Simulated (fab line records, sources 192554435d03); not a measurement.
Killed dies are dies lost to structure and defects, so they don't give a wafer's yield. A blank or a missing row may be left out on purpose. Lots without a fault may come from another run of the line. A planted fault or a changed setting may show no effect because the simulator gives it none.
Chamber matching | flow n5_finfet | N5_ILD0_LINER_00 on ald_sin-04: 4 sister chambers
The step material SiNx, target thk 4 nm, pulse time 1 s, purge time 2 s. 4 wafers are shown with their chamber, then 8 later ones without.

WAFERS WITH THEIR CHAMBER
wafer  | chamber | heater_power_w (W)
L085.4 | 3       | 887
L090.4 | 2       | 1000
L090.5 | 0       | 747
L094.1 | 1       | 821

WAFERS WITHOUT THEIR CHAMBER
wafer  | heater_power_w (W)
L094.2 | 983
L094.5 | 771
L096.2 | 772
L096.4 | 880
L096.5 | 926
L097.2 | 759
L097.3 | 789
L097.6 | 970

WHICH CHAMBER EACH WENT THROUGH
wafer  | from the rows above     | in truth
L094.2 | 2                       | 2
L094.5 | can't be placed: 0 or 1 | 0
L096.2 | can't be placed: 0 or 1 | 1
L096.4 | 3                       | 3
L096.5 | can't be placed: 3 or 2 | 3
L097.2 | can't be placed: 0 or 1 | 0
L097.3 | can't be placed: 1 or 0 | 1
L097.6 | 2                       | 2
Placed correctly: 3 of 8. Can't be placed from these rows: 5 (the true chamber is among the candidates in 5). Placed wrongly: 0.
How it was worked out, from the rows above alone: a wafer's distance from a chamber is the root of the sum, over the readings, of the square of ((its reading less the chamber's mean) divided by the reading's scatter). The wafer belongs to the nearest chamber; if the next one is less than 2 further off, it can't be placed. A chamber's mean is the mean of its shown wafers. The scatter: with one shown wafer a chamber, the root of the mean of the squares of how far each hidden wafer lies from its nearest shown one.
